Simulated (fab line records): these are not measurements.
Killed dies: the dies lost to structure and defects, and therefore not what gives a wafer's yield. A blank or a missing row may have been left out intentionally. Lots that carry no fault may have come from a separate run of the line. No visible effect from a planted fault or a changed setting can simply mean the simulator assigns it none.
Check for tools in common	flow nandHarc	13 lots, 39 wafers sampled

== REASON IT WAS OPENED ==
On 2 of the 13 lots, a flag is raised at NHARC_A_ONON_D1_THK_MEAS_30 on the reading thkNm. No-fault wafers: 1000 nm, standard deviation 9.3.
Rule: a lot gets a flag if all its wafers with a number sit over 4 standard deviations from that mean, or if no wafer of it has a number. The rest of the lots are taken to be sound.

lot	measured	on	thkNm (nm), wafer by wafer	flag
L379	day 8 07:58	filmMetro-01	998 996 995	
L381	day 8 16:39	filmMetro-01	986 985 986	
L380	day 8 16:44	filmMetro-01	1009 1010 1010	
L382	day 9 01:12	filmMetro-01	1014 1014 1013	
L383	day 9 10:23	filmMetro-01	1012 1010 1010	
L385	day 9 17:17	filmMetro-01	976 976 975	
L388	day 10 08:21	filmMetro-01	994 993 994	
L387	day 10 08:23	filmMetro-01	1591 1593 1592	FLAGGED
L392	day 11 18:00	filmMetro-01	1594 1592 1593	FLAGGED
L395	day 12 02:49	filmMetro-01	1003 1004 1005	
L397	day 13 03:31	filmMetro-01	1003 1002 1004	
L399	day 13 08:20	filmMetro-01	1006 1009 1008	
L401	day 14 07:00	filmMetro-01	1000 1002 1001	
The numbers of the flagged lots are 1592 nm on average: +592 nm against the usual, or +64 standard deviations.

== EACH LOT AND THE TOOL IT RAN ON ==
The record holds 2 process steps before the reading, out of a route of 1159 steps. Read each cell as the tool, then ch plus the chambers that the sampled wafers visited, then the start.
lot	flag	NHARC_A_ZERO_WELL_DESCUM_12	NHARC_A_ONON_D1_DEP_28
L379		rieDiel-12 ch 2,3, day 6 18:19	pecvdOnon-01 ch 0, day 8 07:31
L381		rieDiel-02 ch 2,3, day 7 06:32	pecvdOnon-03 ch 0, day 8 16:12
L380		rieDiel-12 ch 0,1, day 7 09:38	pecvdOnon-01 ch 0, day 8 16:11
L382		rieDiel-12 ch 0,2,3, day 7 10:49	pecvdOnon-02 ch 0, day 9 00:41
L383		rieDiel-01 ch 0,1,3, day 8 00:09	pecvdOnon-02 ch 0, day 9 09:52
L385		rieDiel-01 ch 1,2, day 8 04:53	pecvdOnon-03 ch 0, day 9 16:50
L388		rieDiel-12 ch 1,3, day 8 22:57	pecvdOnon-03 ch 0, day 10 07:51
L387	FLAGGED	rieDiel-02 ch 1,2,3, day 9 01:17	pecvdOnon-02 ch 0, day 10 07:56
L392	FLAGGED	rieDiel-12 ch 0,2,3, day 10 08:12	pecvdOnon-02 ch 0, day 11 17:28
L395		rieDiel-01 ch 0,2,3, day 10 18:48	pecvdOnon-03 ch 0, day 12 02:19
L397		rieDiel-01 ch 0,1,2, day 11 18:27	pecvdOnon-03 ch 0, day 13 03:03
L399		rieDiel-02 ch 0,1,3, day 11 21:34	pecvdOnon-01 ch 0, day 13 07:49
L401		rieDiel-02 ch 0,1, day 12 10:47	pecvdOnon-02 ch 0, day 14 06:33
What these steps do:
- NHARC_A_ZERO_WELL_DESCUM_12: chemistry O2, time 3 s.
- NHARC_A_ONON_D1_DEP_28: target thk 1000 nm.
- NHARC_A_ONON_D1_THK_MEAS_30: measures by ellipsometry.

== FLAGGED AGAINST TOTAL, ONE TOOL AT A TIME (gauges that did the reading follow at the end) ==
step	tool	lots run	flagged	share of the flagged lots	sound lots run after its first flagged lot
NHARC_A_ZERO_WELL_DESCUM_12	rieDiel-01	4	0	none	-
NHARC_A_ZERO_WELL_DESCUM_12	rieDiel-02	4	1	some	2 (L399,L401)
NHARC_A_ZERO_WELL_DESCUM_12	rieDiel-12	5	1	some	0
NHARC_A_ONON_D1_DEP_28	pecvdOnon-01	3	0	none	-
NHARC_A_ONON_D1_DEP_28	pecvdOnon-02	5	2	all	1 (L401)
NHARC_A_ONON_D1_DEP_28	pecvdOnon-03	5	0	none	-
NHARC_A_ONON_D1_THK_MEAS_30	filmMetro-01	13	2	all	4 (L395,L397,L399,L401)

== WHAT IS ALLOWED BY THE TABLE ==
Every flagged lot went through 2 rows of the table: pecvdOnon-02 at NHARC_A_ONON_D1_DEP_28 and filmMetro-01 at NHARC_A_ONON_D1_THK_MEAS_30.
- pecvdOnon-02 at NHARC_A_ONON_D1_DEP_28: 2 of its 5 lots flagged. Lots that were sound ran on it after the first flagged one (L401); a persistent fault on the entire tool would not allow that.
- filmMetro-01 at NHARC_A_ONON_D1_THK_MEAS_30: 2 of its 13 lots flagged. Lots that were sound ran on it after the first flagged one (L395, L397, L399, L401); a persistent fault on the entire tool would not allow that.
There is no row in the table that ran each flagged lot and no sound lot after the first.

== WHAT HAD BEEN PUT IN BY THE SIMULATOR ==
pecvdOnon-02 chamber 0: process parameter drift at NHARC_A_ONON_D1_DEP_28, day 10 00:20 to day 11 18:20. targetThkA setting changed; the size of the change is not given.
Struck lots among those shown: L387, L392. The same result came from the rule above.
